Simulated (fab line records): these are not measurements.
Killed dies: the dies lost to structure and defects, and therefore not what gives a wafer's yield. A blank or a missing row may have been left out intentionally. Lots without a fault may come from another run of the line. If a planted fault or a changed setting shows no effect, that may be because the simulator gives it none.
Comparing a struck lot with a sound one + flow nand_harc + 14 out of 1302 route steps
Sound: wafers L617.1, L617.4, L617.5. Struck: wafer L623.6 (L623.2, L623.5, from the same lot, were not struck and are left out); the cause is given at the end.
Order at every step that has rows: each side's tool, ch and its chambers, its first start. Under that, the readings that differ: sound wafers + struck wafers + difference of the means + sigmas: that difference in standard deviations of wafers without a fault.
alike: same words and numbers on both sides, and readings whose means sit less than 2 such deviations apart. not compared: any withheld reading, any reading some wafer has no value for, any bound like >300 that may hide the same value, and any number with overlapping values for which the record gives no deviation.
Wherever a step has rows on one side only, a row that says differs or no value, or a row with sigmas, the two part there. Non-overlapping numbers with no deviation appear without sigmas and do not part them. Lack of a reading on every wafer of one side parts them only where that side has two or more wafers.

NHARC_A_SLIT_ETCH_26: etches the open film in C4F8/O2/Ar, time 90 s, target depth 400 nm.
  sound on har_etch-01 ch 0,1, day 20 10:28; struck on har_etch-02 ch 1, day 23 03:17
| reading                         | sound          | struck | difference | sigmas |
|---------------------------------|----------------|--------|------------|--------|
| showerhead_plenum_p_Torr (Torr) | 3.50 3.50 3.68 | 3.94   | +0.38      | +2     |
  alike: drypump_motor_current_A, mfc_ar_sccm, throttle_valve_pct
  not compared: rf_hours_counter_h
then, 1 step without rows for these wafers: NHARC_A_SLIT_STRIP_28 (strips in O2/COS).
NHARC_A_SLIT_ETCH_29: etches the open film in CF4/O2, target depth 100 nm, overetch 10 nm, time 55 s.
  sound on rie_diel-13 ch 0,1, day 20 11:22; struck on rie_diel-01 ch 3, day 23 04:08
| reading                         | sound             | struck | difference | sigmas |
|---------------------------------|-------------------|--------|------------|--------|
| rf_vpp_V (V)                    | 196.4 196.8 195.2 | 199.8  | +3.7       | +2     |
| showerhead_plenum_p_Torr (Torr) | 1.27 1.25 1.25    | 1.40   | +0.14      | +2     |
  alike: cf4_flow_sccm, drypump_motor_current_A, mfc_ar_sccm, oes_product_au, throttle_valve_pct
  not compared: rf_hours_counter_h
NHARC_A_SLIT_STRIP_18: strips in O2.
  sound: rie_diel-13 ch 1,2,3; struck: rie_diel-01 ch 3
| reading                         | sound          | struck | difference | sigmas |
|---------------------------------|----------------|--------|------------|--------|
| showerhead_plenum_p_Torr (Torr) | 3.31 3.31 3.33 | 3.68   | +0.36      | +2     |
  alike: drypump_motor_current_A, mfc_ar_sccm, oes_product_au, rf_vpp_V, throttle_valve_pct
  not compared: rf_hours_counter_h
then, 2 steps without rows for these wafers: NHARC_A_SLIT_PRECLEAN_19 (cleans in SC1); NHARC_A_SLIT_SRD_20.
NHARC_A_SLIT_CD_MEAS_21:
  sound on cd_sem-03 at day 20 11:54; struck on cd_sem-02 at day 23 04:40
  alike: cd_nm
then, 3 steps without rows for these wafers: NHARC_A_SIN_REMOVE_WET_00 (chemistry H3PO4, time 15300 s); NHARC_A_SIN_REMOVE_PRECLEAN_01 (cleans in SC1); NHARC_A_SIN_REMOVE_SRD_02.
NHARC_A_SIN_REMOVE_INSPECT_04:
  sound on defect_inspect-01 at day 20 18:30; struck on defect_inspect-02 at day 23 11:17
  alike: raw_defect_count
NHARC_A_WL_FILL_ALD_00: deposits Al2O3, target thk 3 nm, pulse time 3 s, ald cycles 30.
  sound on ald_hk-02 ch 2,3, day 20 18:34; struck on ald_hk-01 ch 3, day 23 11:53
| reading    | sound    | struck | difference | sigmas |
|------------|----------|--------|------------|--------|
| ald_cycles | 30 30 30 | 25     | -5         |        |
  alike: heater_power_w, precursor_pulse_height_rel
NHARC_A_WL_FILL_RTA_01: time 5 s.
  sound on rtp_anneal-02 ch 0, day 20 18:49; struck on rtp_anneal-02 ch 0, day 23 12:11
  alike: lamp_power_pct, wafer_temp_C_max
NHARC_END_SORT_01:
  the record has rows for the sound wafers here (prober-02 ch 0, day 24 14:37) and none for the struck ones

WHERE THEY PART
Last at NHARC_END_SORT_01 as far as this record goes, first at NHARC_A_SLIT_ETCH_26.

WHY: what had been put in by the simulator
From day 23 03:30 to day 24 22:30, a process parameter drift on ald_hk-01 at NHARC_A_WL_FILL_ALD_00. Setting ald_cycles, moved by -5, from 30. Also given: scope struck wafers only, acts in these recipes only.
